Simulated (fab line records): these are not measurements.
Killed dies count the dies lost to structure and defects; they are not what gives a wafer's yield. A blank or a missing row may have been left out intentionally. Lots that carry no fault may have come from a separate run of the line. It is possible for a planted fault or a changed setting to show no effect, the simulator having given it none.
A single fault, viewed from 3 desks + flow n5_finfet + only its own numbers are on each desk; what lay behind them is given at the end

== THE DEFECT DESK ==
Counts from the inspections along the route, per lot, as means over the sampled wafers that have a number. A lot is out of limits, marked OUT, if its mean lies more than 4 standard deviations from the usual mean; the brackets give that distance.
Columns: A = raw_defect_count at N5_BEOL_M9_INSPECT_30, usual 403
| lot  | first seen here | A   |
|------|-----------------|-----|
| L905 | day 9 18:29     | 418 |
| L906 | day 10 03:02    | 313 |
| L907 | day 10 11:13    | 286 |
| L908 | day 10 13:48    | 424 |
| L909 | day 10 13:58    | 429 |
| L914 | day 12 01:56    | 369 |
| L918 | day 13 14:01    | 414 |
| L920 | day 13 14:11    | 444 |
| L923 | day 14 19:22    | 357 |
| L922 | day 14 21:55    | 398 |
| L924 | day 15 06:53    | 410 |
| L925 | day 15 17:50    | 426 |
| L926 | day 15 18:19    | 635 |
| L927 | day 16 02:38    | 329 |
| L928 | day 16 05:23    | 334 |
Finding of this desk: none of the 15 lots has anything out of limits.

== TOOL OWNER'S DESK, rie_diel-06 ==
The tool's own readings at N5_BEOL_M9_ETCH_62 (etches SOC in N2/H2, target depth 110 nm, overetch 22 nm, time 165 s): means of the sampled wafers that have a number, for each lot that ran on this tool. A lot is out of limits, marked OUT, if its mean lies more than 4 standard deviations from the usual mean; the brackets give that distance.
Columns: A = bias_w at N5_BEOL_M9_ETCH_62, usual 150.0 W; B = drypump_motor_current_A at N5_BEOL_M9_ETCH_62, usual 5.5 A; C = oes_product_au at N5_BEOL_M9_ETCH_62, usual 0.67 a.u.; D = rf_fwd_power_W at N5_BEOL_M9_ETCH_62, usual 837.4 W; E = rf_vpp_V at N5_BEOL_M9_ETCH_62, usual 523.9 V; F = showerhead_plenum_p_Torr at N5_BEOL_M9_ETCH_62, usual 2.54 Torr; G = throttle_valve_pct at N5_BEOL_M9_ETCH_62, usual 17.88 %
| lot  | first seen here | A     | B   | C    | D     | E     | F    | G     |
|------|-----------------|-------|-----|------|-------|-------|------|-------|
| L906 | day 10 00:29    | 150.1 | 5.6 | 0.67 | 837.1 | 527.3 | 2.64 | 17.89 |
| L908 | day 10 12:29    | 149.4 | 5.3 | 0.77 | 838.9 | 526.0 | 2.58 | 17.85 |
| L909 | day 10 12:44    | 149.8 | 5.7 | 0.74 | 840.3 | 526.1 | 2.63 | 17.81 |
| L914 | day 12 00:10    | 149.8 | 5.4 | 0.71 | 835.1 | 525.8 | 2.69 | 17.91 |
| L924 | day 15 04:29    | 149.8 | 5.3 | 0.69 | 836.1 | 525.2 | 2.62 | 17.84 |
| L925 | day 15 16:56    | 149.8 | 5.5 | 0.64 | 835.8 | 523.8 | 2.52 | 18.09 |
Finding of this desk: none of the 6 lots has anything out of limits.

== THE METROLOGY DESK ==
Lot by lot, what the gauges showed, no matter which tool ran the lot: averages of those sampled wafers that carry a number. A lot is out of limits, marked OUT, if its mean lies more than 4 standard deviations from the usual mean; the brackets give that distance.
Columns: A = cd_nm at N5_BEOL_M9_CD_MEAS_18, usual 70.4 nm; B = trench_depth_nm at N5_BEOL_M9_OCD_MEAS_38, usual 152 nm
| lot  | first seen here | A    | B            |
|------|-----------------|------|--------------|
| L905 | day 9 17:05     | 70.6 | 145          |
| L906 | day 10 00:52    | 70.9 | 152          |
| L907 | day 10 09:26    | 69.8 | 149          |
| L908 | day 10 12:59    | 70.9 | 76 (-24) OUT |
| L909 | day 10 13:14    | 70.1 | 74 (-24) OUT |
| L914 | day 12 00:32    | 70.8 | 75 (-24) OUT |
| L918 | day 13 13:03    | 70.8 | 150          |
| L920 | day 13 13:17    | 69.8 | 157          |
| L923 | day 14 18:56    | 69.3 | 151          |
| L922 | day 14 19:31    | 69.9 | 150          |
| L924 | day 15 04:56    | 70.8 | 150          |
| L925 | day 15 17:19    | 70.3 | 151          |
| L926 | day 15 17:55    | 70.2 | 154          |
| L927 | day 15 22:08    | 71.0 | 155          |
| L928 | day 16 04:16    | 69.7 | 150          |
This desk finds L908, L909, L914 out of limits, L908 being first, at day 10 14:17 (trench_depth_nm at N5_BEOL_M9_OCD_MEAS_38). L905, L906, L907, L918, L920, L923, L922, L924, L925, L926, L927, L928 stayed within limits.

== TAKEN TOGETHER ==
An alarm was possible from the metrology desk at day 10 14:17, on L908, L909, L914.
Nothing the defect desk looked at was out of limits.
The desk of the tool owner found nothing out of limits.
The defect desk has L908, L909, L914 on record, within its limits.
The tool owner's desk has L908, L909, L914 on record, within its limits.
On rie_diel-06, each named lot ran N5_BEOL_M9_ETCH_62.

== WHAT THE SIMULATOR HAD INSERTED ==
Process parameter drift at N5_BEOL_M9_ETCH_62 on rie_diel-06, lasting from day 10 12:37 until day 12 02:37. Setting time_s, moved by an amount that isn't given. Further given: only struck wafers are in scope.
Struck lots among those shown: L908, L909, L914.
Delay in hours, fault start to first out-of-limits reading, per desk: metrology desk 2.
